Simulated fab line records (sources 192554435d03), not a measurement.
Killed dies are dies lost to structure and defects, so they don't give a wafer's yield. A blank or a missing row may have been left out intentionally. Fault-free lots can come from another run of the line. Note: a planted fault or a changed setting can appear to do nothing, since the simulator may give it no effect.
fab line records	flow n5-finfet
record: lots: 10	wafers: 30	last-day: 22
route steps=1938 shown BEOL_M0@734 BEOL_M1@765 BEOL_M4@1111 PASSIVATION@1936
lots with no fault: from the same line, run without faults
start-h: the number of hours between the record's first day and the start of the first shown wafer of the lot	wait-h: how many hours have passed since the lot's step before this one	" as in the row above	L1.1+2: several wafers, shown together as one row	- value missing, or start not given	* or withheld: withheld	< > ~ a bound
route shown NAME@n: NAME is a module with steps in the file, n the number in the route of the first one	usual: mean/standard deviation taken from wafers without a fault	same: alike in all rows	chamber/n: place in a boat	sites: the reading at each site	_std_site: the values' standard deviation	_edge_site: inner sites' mean taken away from outer sites' mean	radius-mm: how far each site lies from the wafer's centre	mask NAME#n: copy n	behind: tool/chamber where the wafer was last shaped	hold: cause of the lot's hold/its duration in hours/its outcome	device: the transistor (n, p or np) that didn't switch	end of line: tests of these same wafers at the route's end	a step without rows: its recipe alone	killed: the dies lost at the first sort to structure and to defects; this is not the yield of the wafer	map: a wafer's dies, x killed, . not, _ none there
set.NAME: the setting as run; set.NAME@STEP: as run at that earlier step	model.NAME: the simulator's own value behind a step, which no gauge read
a sample of lots followed through the steps of the route, with each step as a table and each wafer as a row
services: a tool's chamber out of use, with start hour (start-h, from the record's first day; less than 0 if before it), hours out, and reason
== steps ==
step: N5_BEOL_M0_SPUTTER_116
recipe: material: Cu	target-thk-a: 40	temp-c: -20	chamber-pressure-pa: 0.07	power-w: withheld	time-s: 7.37
usual: throttle-valve-pct: 29.6/1.1
lot.wafer	tool	chamber	start-h	wait-h	throttle-valve-pct
L231.4	pvd-sputter-02	-	133.55	0.0	28.4
L231.5	"	-	"	"	28.8
L231.6	"	-	"	"	30.8
L232.1	pvd-sputter-01	-	133.85	0.4	30.0
L232.4	"	-	"	"	28.1
L232.6	"	-	"	"	28.5
L237.1	pvd-sputter-01	-	166.76	0.1	29.6
L237.3	"	-	"	"	30.1
L237.6	"	-	"	"	28.5
L239.4	pvd-sputter-03	-	180.09	0.0	28.4
L239.5	"	-	"	"	29.2
L239.6	"	-	"	"	28.8
L241.3	pvd-sputter-01	-	192.99	0.1	31.3
L241.5	"	-	"	"	30.1
L241.6	"	-	"	"	28.6
L242.2	pvd-sputter-01	-	199.21	0.1	30.2
L242.4	"	-	"	"	31.5
L242.6	"	-	"	"	29.5
L243.2	pvd-sputter-01	-	202.51	1.8	31.5
L243.5	"	-	"	"	28.5
L243.6	"	-	"	"	31.6
L245.3	pvd-sputter-01	-	212.30	0.2	30.1
L245.5	"	-	"	"	30.2
L245.6	"	-	"	"	29.7
L251.3	pvd-sputter-01	-	253.00	0.1	28.5
L251.4	"	-	"	"	30.1
L251.6	"	-	"	"	28.8
L252.3	pvd-sputter-02	-	258.36	0.1	28.6
L252.4	"	-	"	"	30.7
L252.5	"	-	"	"	28.4
step: N5_BEOL_M1_OVL_MEAS_12
recipe: points-per-wafer: 522
usual: M1_OVL: -0.6/0.77
same: points-per-wafer: 522
lot.wafer	tool	chamber	start-h	wait-h	M1_OVL[nm]
L231.4	overlay-02	0	136.61	0.0	0.2
L231.5	"	0	"	"	-0.6
L231.6	"	0	"	"	-0.1
L232.1	overlay-02	0	136.69	0.0	-0.4
L232.4	"	0	"	"	-1.1
L232.6	"	0	"	"	-1.3
L237.1	overlay-02	0	174.18	0.0	-0.8
L237.3	"	0	"	"	-1.1
L237.6	"	0	"	"	-0.5
L239.4	overlay-01	0	184.31	0.0	-0.8
L239.5	"	0	"	"	-1.2
L239.6	"	0	"	"	-0.5
L241.3	overlay-02	0	196.69	0.0	0.8
L241.5	"	0	"	"	0.3
L241.6	"	0	"	"	-0.6
L242.2	overlay-02	0	203.60	0.0	-1.6
L242.4	"	0	"	"	-1.2
L242.6	"	0	"	"	-0.6
L243.2	overlay-02	0	207.11	0.0	0.2
L243.5	"	0	"	"	-0.6
L243.6	"	0	"	"	0.4
L245.3	overlay-02	0	214.56	0.0	0.1
L245.5	"	0	"	"	-0.8
L245.6	"	0	"	"	-0.6
L251.3	overlay-02	0	256.28	0.0	-0.4
L251.4	"	0	"	"	-0.5
L251.6	"	0	"	"	-0.4
L252.3	overlay-01	0	260.87	0.0	-1.5
L252.4	"	0	"	"	-0.4
L252.5	"	0	"	"	-0.8
step: N5_BEOL_M1_ETCH_74
recipe: chemistry: N2/H2	target: underlayer	target-depth-a: 65	mask-material: CAR-EUV	time-s: 5.2	ion-energy-ev: 200	pressure-mtorr: 30	source-w: 840	bias-w: 150	n2-flow-sccm: 200	h2-flow-sccm: 200	ends: cleared
usual: bias-w: 150.0/0.43	drypump-motor-current-A: 5.9/0.36	etch-rf-on-time-s: 5.20/0.077	oes-product-au: 0.69/0.071	rf-vpp-V: 523.4/2.6	showerhead-plenum-p-Torr: 2.53/0.08	throttle-valve-pct: 17.83/0.16
lot.wafer	tool	chamber	start-h	wait-h	bias-w	drypump-motor-current-A	etch-rf-on-time-s	oes-product-au	rf-hours-counter-h	rf-vpp-V	showerhead-plenum-p-Torr	throttle-valve-pct
L231.4	rie-diel-01	2	136.99	0.0	150.9	5.7	5.34	0.71	-	527.8	2.58	18.05
L231.5	"	3	"	"	149.7	6.1	5.11	0.79	-	525.2	2.61	17.68
L231.6	"	1	"	"	150.1	5.6	5.37	0.61	-	521.1	2.41	18.20
L232.1	rie-diel-06	2	137.20	0.0	149.1	5.5	5.16	0.70	95	522.9	2.57	17.69
L232.4	"	2	"	"	150.0	5.5	5.17	0.70	-	524.7	2.57	17.69
L232.6	"	3	"	"	151.0	5.8	5.31	0.59	-	519.7	2.41	17.75
L237.1	rie-diel-06	3	174.50	0.0	159.4	5.8	5.07	0.60	230	542.0	2.41	17.78
L237.3	"	0	"	"	160.1	6.5	5.07	0.66	143	547.9	2.65	17.86
L237.6	"	2	"	"	159.5	5.5	5.07	0.69	-	548.1	2.57	17.73
L239.4	rie-diel-06	1	184.42	0.0	159.1	6.3	4.97	0.83	13	541.3	2.50	17.86
L239.5	"	1	"	"	159.1	6.2	4.94	0.83	-	541.7	2.50	17.84
L239.6	"	0	"	"	159.4	6.5	5.11	0.67	-	549.9	2.65	17.87
L241.3	rie-diel-06	3	196.85	0.0	160.0	5.8	5.12	0.59	236	542.0	2.40	17.78
L241.5	"	1	"	"	160.5	6.3	5.01	0.81	-	544.2	2.50	17.83
L241.6	"	2	"	"	159.3	5.5	4.99	0.69	-	545.2	2.57	17.71
L242.2	rie-diel-03	2	203.72	0.0	149.6	5.8	5.09	0.71	60	525.9	2.59	17.85
L242.4	"	0	"	"	150.3	6.0	5.11	0.74	46	522.4	2.48	17.94
L242.6	"	3	"	"	150.5	6.2	5.11	0.69	-	523.6	2.45	17.59
L243.2	rie-diel-03	1	207.23	0.0	150.4	5.2	5.29	0.59	230	527.0	2.61	17.73
L243.5	"	3	"	"	150.2	6.2	5.24	0.68	-	518.6	2.45	17.56
L243.6	"	2	"	"	149.9	5.9	5.17	0.70	-	521.7	2.59	17.85
L245.3	rie-diel-01	1	214.74	0.0	150.0	5.6	5.32	0.60	247	520.9	2.40	18.26
L245.5	"	1	"	"	150.3	5.6	5.28	0.60	-	517.2	2.40	18.25
L245.6	"	2	"	"	149.9	5.7	5.29	0.69	-	525.8	2.57	18.09
L251.3	rie-diel-03	2	256.39	0.0	149.7	5.9	5.17	0.70	75	526.0	2.58	17.85
L251.4	"	1	"	"	149.7	5.2	5.26	0.58	244	525.6	2.61	17.79
L251.6	"	2	"	"	149.8	5.9	5.15	0.70	-	525.0	2.58	17.88
L252.3	rie-diel-06	1	260.98	0.0	150.6	6.3	5.07	0.77	35	521.6	2.49	17.90
L252.4	"	3	"	"	149.3	5.8	5.25	0.57	253	518.0	2.40	17.80
L252.5	"	3	"	"	149.2	5.8	5.24	0.57	-	520.0	2.40	17.81
step: N5_BEOL_M1_CD_MEAS_18
recipe: pitch-nm: 36	target-cd-nm: 18
usual: cd-nm: 18.0/0.31
lot.wafer	tool	chamber	start-h	wait-h	cd-nm
L231.4	cd-sem-01	-	137.41	0.1	18.0
L231.5	"	-	"	"	18.3
L231.6	"	-	"	"	17.9
L232.1	cd-sem-03	-	137.60	0.0	17.9
L232.4	"	-	"	"	17.8
L232.6	"	-	"	"	18.2
L237.1	cd-sem-02	-	174.97	0.0	18.0
L237.3	"	-	"	"	17.4
L237.6	"	-	"	"	17.9
L239.4	cd-sem-02	-	184.82	0.1	17.8
L239.5	"	-	"	"	18.2
L239.6	"	-	"	"	18.1
L241.3	cd-sem-01	-	197.33	0.1	17.6
L241.5	"	-	"	"	17.2
L241.6	"	-	"	"	17.8
L242.2	cd-sem-03	-	204.12	0.1	17.8
L242.4	"	-	"	"	17.8
L242.6	"	-	"	"	17.6
L243.2	cd-sem-03	-	207.63	0.1	17.7
L243.5	"	-	"	"	18.3
L243.6	"	-	"	"	17.9
L245.3	cd-sem-03	-	215.14	0.1	17.7
L245.5	"	-	"	"	18.0
L245.6	"	-	"	"	18.1
L251.3	cd-sem-03	-	256.89	0.1	18.4
L251.4	"	-	"	"	18.3
L251.6	"	-	"	"	18.5
L252.3	cd-sem-03	-	261.38	0.1	18.5
L252.4	"	-	"	"	18.1
L252.5	"	-	"	"	17.9
step: N5_BEOL_M4_RC_MEAS_101
usual: DIBL_N: 36.3/1.1	DIBL_P: 36.3/1.4	IOFF_N: 0.155/0.019	IOFF_P: 0.211/0.027	ION_N: 672/8.5	ION_P: 462/5.8	SS_N: 71.5/0.56	SS_P: 73.3/0.52	VT_N: 249.9/2.5	VT_P: -249.8/2.8
lot.wafer	tool	chamber	start-h	wait-h	DIBL_N[mV/V]	DIBL_P[mV/V]	IOFF_N[nA/um]	IOFF_P[nA/um]	ION_N[uA/um]	ION_P[uA/um]	SS_N[mV/dec]	SS_P[mV/dec]	VT_N[mV]	VT_P[mV]
L232.1	prober-01	0	219.84	0.0	35.0	36.1	0.126	0.198	669	459	70.9	72.1	255.9	-249.1
L232.4	"	0	"	"	35.6	37.4	0.148	0.235	679	473	71.3	73.1	248.9	-247.1
L232.6	"	0	"	"	36.1	37.8	0.149	0.227	668	458	71.5	72.3	251.6	-248.8
L231.4	prober-01	0	228.86	0.5	35.6	36.9	0.152	0.178	669	451	71.1	73.6	248.7	-253.7
L231.5	"	0	"	"	34.9	35.4	0.134	0.170	670	456	71.3	73.3	249.2	-252.4
L231.6	"	0	"	"	35.7	35.9	0.153	0.178	671	455	72.0	73.3	251.5	-253.4
L239.4	prober-02	0	322.57	0.5	36.8	35.7	0.137	0.201	677	467	70.4	72.5	250.5	-250.7
L239.5	"	0	"	"	37.9	37.1	0.163	0.222	675	468	71.6	73.2	249.0	-246.1
L239.6	"	0	"	"	37.7	37.4	0.156	0.216	672	461	71.7	74.0	248.3	-251.8
L241.3	prober-01	0	335.78	0.3	34.7	33.6	0.137	0.184	666	458	70.4	72.8	250.3	-251.3
L241.5	"	0	"	"	36.8	35.7	0.175	0.211	667	453	71.2	73.8	248.7	-250.6
L241.6	"	0	"	"	35.3	34.6	0.146	0.197	665	458	70.7	73.1	248.0	-250.7
L242.2	prober-01	0	346.64	0.2	36.8	37.0	0.144	0.238	663	460	72.3	73.7	251.8	-247.6
L242.4	"	0	"	"	34.9	35.0	0.116	0.204	650	455	71.6	72.6	257.1	-250.4
L242.6	"	0	"	"	37.2	37.4	0.153	0.250	665	460	72.1	73.7	251.9	-248.8
L245.3	prober-01	0	351.59	0.3	35.4	36.2	0.143	0.196	665	461	71.9	73.2	253.8	-252.5
L245.5	"	0	"	"	35.7	37.6	0.146	0.219	669	463	71.4	73.5	252.3	-248.9
L245.6	"	0	"	"	34.8	35.6	0.134	0.186	658	454	72.3	73.0	252.1	-251.9
L243.2	prober-02	0	355.04	0.2	36.0	35.6	0.151	0.238	667	468	71.7	73.2	248.3	-246.1
L243.5	"	0	"	"	34.5	33.9	0.128	0.210	662	464	70.8	72.8	253.7	-245.9
L243.6	"	0	"	"	36.7	36.1	0.169	0.253	682	467	71.6	72.9	245.5	-243.8
L252.3	prober-02	0	364.69	0.3	37.2	36.6	0.171	0.241	678	467	72.2	73.7	251.6	-246.2
L252.4	"	0	"	"	38.7	36.8	0.196	0.250	671	461	72.8	73.2	246.3	-246.9
L252.5	"	0	"	"	37.2	35.6	0.161	0.223	674	464	71.9	73.3	247.5	-249.5
L237.1	prober-02	0	399.64	0.0	35.6	35.6	0.134	0.184	670	460	71.4	73.3	250.1	-253.3
L237.3	"	0	"	"	35.7	36.2	0.138	0.190	664	463	71.3	72.7	251.8	-253.4
L237.6	"	0	"	"	36.2	36.6	0.144	0.195	668	461	71.4	73.2	250.7	-251.7
L251.3	prober-01	0	401.12	0.3	35.6	35.2	0.158	0.210	682	464	72.1	73.3	248.2	-248.4
L251.4	"	0	"	"	36.3	34.7	0.159	0.200	666	459	72.0	73.4	249.2	-250.9
L251.6	"	0	"	"	36.0	35.2	0.158	0.205	675	458	71.3	73.0	249.8	-249.2
step: N5_PASSIVATION_PROBE_49
usual: defect-limited-yield: 91.4/1.2	killed_at_M0_to_M3: 34/10	killed_at_M4_up: 14/5.1	killed-at-contacts: 12/6.4	killed-at-front-end: 38/9.3	killed-at-other: 4/3	killed-dies: 102/15	killed-open: 67/12	killed-short: 33/6.9	sort_bin_5_function: 5.0/0.86	sort_bin_6_memory: 3.2/0.58	sort_bin_8_speed: 0.00/0.0099	sort-n-pass: 1078/15	sort-yield-pct: 91.4/1.2
same: gross-dies: 1180	killed-at-back-side: 0	sort_bin_4_leakage[%]: 0
lot.wafer	tool	chamber	start-h	wait-h	defect-limited-yield[%]	killed_at_M0_to_M3	killed_at_M4_up	killed-at-contacts	killed-at-front-end	killed-at-other	killed-dies	killed-open	killed-short	sort_bin_5_function[%]	sort_bin_6_memory[%]	sort_bin_8_speed[%]	sort-n-pass	sort-yield-pct[%]
L232.1	prober-01	-	330.42	0.0	89.8	29	30	24	33	4	120	80	36	6.0	3.8	0	1060	89.8
L232.4	prober-01	-	330.57	0.2	90.7	35	14	11	45	5	110	77	33	5.7	3.2	0	1070	90.7
L232.6	prober-01	-	330.67	0.3	91.4	33	13	21	33	2	102	75	25	5.2	3.3	0	1078	91.4
L239.4	prober-02	-	422.04	0.3	92.9	23	16	4	36	5	84	51	30	4.7	2.4	0	1096	92.9
L239.5	prober-02	-	422.09	0.4	91.2	52	11	6	30	5	104	64	36	4.7	3.7	0	1076	91.2
L239.6	prober-02	-	422.14	0.4	90.9	31	16	14	46	0	107	71	33	5.5	3.3	0	1073	90.9
L241.3	prober-01	-	438.56	0.1	92.1	30	20	9	30	4	93	63	29	4.1	3.4	0	1087	92.1
L241.5	prober-01	-	438.66	0.2	91.4	40	10	13	32	6	101	61	34	4.9	3.3	0	1079	91.4
L243.2	prober-02	-	468.68	0.3	91.4	22	8	18	48	6	102	64	36	4.9	3.3	0	1078	91.4
L243.5	prober-02	-	468.83	0.4	92.5	29	9	18	32	0	88	61	27	4.2	3.1	0	1092	92.5
L243.6	prober-02	-	468.88	0.5	91.0	34	10	10	51	1	106	60	46	5.8	2.5	0	1074	91.0
L252.3	prober-02	-	484.24	0.1	88.0	58	15	13	52	4	142	106	35	8.0	3.8	0	1038	88.0
L252.4	prober-02	-	484.29	0.2	89.2	60	9	18	38	3	128	86	39	6.1	4.2	0	1052	89.2
L252.5	prober-02	-	484.34	0.2	91.8	37	9	15	35	1	97	73	24	5.8	1.9	0	1083	91.8
L251.3	prober-01	-	511.95	0.1	90.5	61	10	10	31	0	112	74	38	5.6	3.4	0	1068	90.5
L251.4	prober-01	-	512.00	0.2	89.2	66	19	3	39	0	127	80	45	6.1	3.9	0	1053	89.2
L251.6	prober-01	-	512.10	0.3	91.4	46	10	10	35	0	101	64	36	4.6	3.7	0	1079	91.4
L237.1	prober-01	-	517.10	0.0	91.4	26	21	16	35	3	101	61	36	4.7	3.1	0	1079	91.4
L237.3	prober-01	-	517.20	0.1	93.1	22	11	8	39	2	82	57	24	3.9	2.7	0	1098	93.1
L237.6	prober-01	-	517.35	0.3	93.5	18	9	9	35	6	77	53	24	4.1	2.4	0	1103	93.5
killed by level:class
L232.1 MOL_CONTACT_COAG:geometric-particle:open=16 BEOL_M3:geometric-particle:open=12 BEOL_M4:geometric-particle:open=9 MOL_CONTACT_COAG:geometric-particle:short=8 FIN_SAQP:geometric-particle:open=7 BEOL_M2:geometric-particle:open=5 FIN_SAQP:geometric-particle:short=4 STI_FIN_REVEAL:geometric-particle:open=4
L232.4 BEOL_M3:geometric-particle:open=11 FIN_SAQP:geometric-particle:open=10 BEOL_M2:geometric-particle:open=8 MOL_CONTACT_COAG:geometric-particle:open=7 BEOL_M4:geometric-particle:open=7 FIN_SAQP:geometric-particle:short=6 STI_FIN_REVEAL:geometric-particle:open=6 STARTING-WAFER:geometric-particle:short=5
L232.6 MOL_CONTACT_COAG:geometric-particle:open=19 FIN_SAQP:geometric-particle:open=11 BEOL_M3:geometric-particle:open=10 BEOL_M4:geometric-particle:open=7 BEOL_M1:geometric-particle:open=5 FIN_SAQP:geometric-particle:short=4 BEOL_M0_SAQP:geometric-particle:open=4 STI_FIN_REVEAL:geometric-particle:short=3
L239.4 FIN_SAQP:geometric-particle:short=7 BEOL_M4:geometric-particle:open=6 STI_FIN_REVEAL:geometric-particle:open=5 BEOL_M3:geometric-particle:open=5 GATE_CUT:geometric-particle:short=5 BEOL_M3:geometric-particle:short=5 STARTING-WAFER:geometric-particle:open=5 FIN_SAQP:geometric-particle:open=4
L239.5 BEOL_M0_SAQP:geometric-particle:open=11 BEOL_M0_SAQP:geometric-particle:short=11 BEOL_M0:geometric-particle:open=8 FIN_SAQP:geometric-particle:short=6 BEOL_M2:geometric-particle:open=6 MOL_CONTACT_COAG:geometric-particle:open=5 BEOL_M1:geometric-particle:open=5 BEOL_M3:geometric-particle:open=5
L239.6 FIN_SAQP:geometric-particle:open=14 BEOL_M1:geometric-particle:open=10 MOL_CONTACT_COAG:geometric-particle:open=8 FIN_SAQP:geometric-particle:short=6 MOL_CONTACT_COAG:geometric-particle:short=6 BEOL_M3:geometric-particle:open=6 STI_FIN_REVEAL:geometric-particle:open=5 BEOL_M4:geometric-particle:open=5
L241.3 BEOL_M4:geometric-particle:open=8 MOL_CONTACT_COAG:geometric-particle:open=8 BEOL_M2:geometric-particle:open=7 FIN_SAQP:geometric-particle:open=6 BEOL_M1:geometric-particle:open=6 BEOL_M0_SAQP:geometric-particle:open=5 BEOL_M0_SAQP:geometric-particle:short=5 FIN_SAQP:geometric-particle:short=4
L241.5 FIN_SAQP:geometric-particle:open=12 MOL_CONTACT_COAG:geometric-particle:open=10 FIN_SAQP:geometric-particle:short=9 BEOL_M0_SAQP:geometric-particle:short=8 BEOL_M2:geometric-particle:open=7 BEOL_M1:geometric-particle:open=6 BEOL_M3:geometric-particle:open=5 DUMMY_GATE:geometric-particle:open=4
L243.2 MOL_CONTACT_COAG:geometric-particle:open=12 STI_FIN_REVEAL:geometric-particle:open=10 FIN_SAQP:geometric-particle:open=9 DUMMY_GATE:geometric-particle:open=7 GATE_CUT:geometric-particle:short=7 MOL_CONTACT_COAG:geometric-particle:short=6 BEOL_M1:geometric-particle:open=4 BEOL_M2:geometric-particle:open=4
L243.5 MOL_CONTACT_COAG:geometric-particle:open=14 BEOL_M2:geometric-particle:open=9 FIN_SAQP:geometric-particle:short=8 BEOL_M0_SAQP:geometric-particle:short=7 BEOL_M4:geometric-particle:open=6 STARTING-WAFER:geometric-particle:open=5 FIN_SAQP:geometric-particle:open=4 GATE_CUT:geometric-particle:open=4
L243.6 GATE_CUT:geometric-particle:short=10 FIN_SAQP:geometric-particle:short=8 BEOL_M0_SAQP:geometric-particle:short=8 BEOL_M2:geometric-particle:open=8 MOL_CONTACT_COAG:geometric-particle:open=7 BEOL_M0_SAQP:geometric-particle:open=7 STARTING-WAFER:geometric-particle:short=6 FIN_SAQP:geometric-particle:open=5
L252.3 BEOL_M0_SAQP:geometric-particle:open=13 BEOL_M2:geometric-particle:open=12 FIN_SAQP:geometric-particle:open=11 MOL_CONTACT_COAG:geometric-particle:open=10 BEOL_M1:geometric-particle:open=10 BEOL_M3:geometric-particle:open=10 STI_FIN_REVEAL:geometric-particle:open=9 STI_FIN_REVEAL:geometric-particle:short=6
L252.4 MOL_CONTACT_COAG:geometric-particle:open=16 BEOL_M0_SAQP:geometric-particle:short=15 BEOL_M0_SAQP:geometric-particle:open=15 STI_FIN_REVEAL:geometric-particle:open=14 BEOL_M2:geometric-particle:open=10 FIN_SAQP:geometric-particle:open=6 BEOL_M3:geometric-particle:open=6 STARTING-WAFER:geometric-particle:open=6
L252.5 BEOL_M2:geometric-particle:open=14 MOL_CONTACT_COAG:geometric-particle:open=14 DUMMY_GATE:geometric-particle:open=9 BEOL_M1:geometric-particle:open=9 STI_FIN_REVEAL:geometric-particle:open=8 BEOL_M0_SAQP:geometric-particle:short=7 FIN_SAQP:geometric-particle:open=6 STARTING-WAFER:geometric-particle:short=5
L251.3 BEOL_M0_SAQP:geometric-particle:open=16 BEOL_M0_SAQP:geometric-particle:short=15 BEOL_M2:geometric-particle:open=11 MOL_CONTACT_COAG:geometric-particle:open=7 STI_FIN_REVEAL:geometric-particle:open=6 BEOL_M3:geometric-particle:open=6 FIN_SAQP:geometric-particle:open=5 GATE_CUT:geometric-particle:short=4
L251.4 BEOL_M0_SAQP:geometric-particle:short=14 BEOL_M2:geometric-particle:open=13 BEOL_M4:geometric-particle:open=9 FIN_SAQP:geometric-particle:open=8 GATE_CUT:geometric-particle:short=8 BEOL_M1:geometric-particle:open=8 BEOL_M3:geometric-particle:open=8 BEOL_M0:geometric-particle:open=7
L251.6 BEOL_M0_SAQP:geometric-particle:open=12 BEOL_M1:geometric-particle:open=11 MOL_CONTACT_COAG:geometric-particle:open=9 STI_FIN_REVEAL:geometric-particle:open=7 FIN_SAQP:geometric-particle:short=6 GATE_CUT:geometric-particle:short=6 BEOL_M3:geometric-particle:short=6 BEOL_M0_SAQP:geometric-particle:short=5
L237.1 BEOL_M4:geometric-particle:open=12 MOL_CONTACT_COAG:geometric-particle:open=10 STI_FIN_REVEAL:geometric-particle:open=8 GATE_CUT:geometric-particle:short=7 FIN_SAQP:geometric-particle:short=6 MOL_CONTACT_COAG:geometric-particle:short=6 BEOL_M0_SAQP:geometric-particle:short=6 BEOL_M2:geometric-particle:open=5
L237.3 BEOL_M2:geometric-particle:open=11 STI_FIN_REVEAL:geometric-particle:open=10 FIN_SAQP:geometric-particle:open=9 FIN_SAQP:geometric-particle:short=7 MOL_CONTACT_COAG:geometric-particle:open=7 BEOL_M0_SAQP:geometric-particle:open=3 BEOL_M0_SAQP:geometric-particle:short=3 BEOL_M2:geometric-particle:short=3
L237.6 STI_FIN_REVEAL:geometric-particle:open=10 MOL_CONTACT_COAG:geometric-particle:open=8 FIN_SAQP:geometric-particle:short=7 FIN_SAQP:geometric-particle:open=5 BEOL_M2:geometric-particle:open=5 GATE_CUT:geometric-particle:short=4 BEOL_M0_SAQP:geometric-particle:open=4 DUMMY_GATE:geometric-particle:open=3
== services ==
tool	chamber	start-h	hours	kind
pvd-sputter-03	-	118.46	0.5	repair
rie-diel-06	1	123.02	-	clean
rie-diel-06	1	123.02	-	consumable-replace:focus-ring
rie-diel-06	1	123.02	17.3	scheduled-down
rie-diel-06	1	123.02	17.3	vent-cycle
rie-diel-03	0	125.34	6.0	repair
rie-diel-01	0	128.42	-	clean
rie-diel-01	0	128.42	-	consumable-replace:focus-ring
rie-diel-01	0	128.42	12.2	scheduled-down
rie-diel-01	0	128.42	12.2	vent-cycle
pvd-sputter-01	-	138.92	4.7	repair
rie-diel-01	2	154.65	6.9	repair
pvd-sputter-02	-	163.68	5.1	repair
rie-diel-01	0	189.86	5.1	repair
rie-diel-01	2	208.89	1.8	repair
rie-diel-01	-	225.35	2.8	pm
rie-diel-01	1	228.66	-	clean
rie-diel-01	1	228.66	-	consumable-replace:focus-ring
rie-diel-01	1	228.66	-	consumable-replace:showerhead
rie-diel-01	1	228.66	18.6	scheduled-down
rie-diel-01	1	228.66	18.6	vent-cycle
rie-diel-01	2	254.21	11.8	repair
== key ==
first-sign: step: N5_BEOL_M1_ETCH_74	reading: bias-w	direction: up	sigmas: 22	usual: *	struck: *
effect: step: N5_BEOL_M1_ETCH_74	reading: rf-vpp-V	direction: up	sigmas: 8.2	usual: 523.4	struck: 544.7
met-at N5_BEOL_M1_ETCH_74
struck-lots L237,L239,L241
not-acting-at N5_BEOL_M0_SPUTTER_116,N5_BEOL_M1_OVL_MEAS_12,N5_BEOL_M1_CD_MEAS_18
onset-between 137.20 174.50
fault: kind: process-parameter-drift	tool: rie-diel-06	chamber: -	onset-h: 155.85	steps: N5_BEOL_M1_ETCH_74	channel: bias-w	offset: *	shape: step	end-h: 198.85	acts-in: *	stated: *
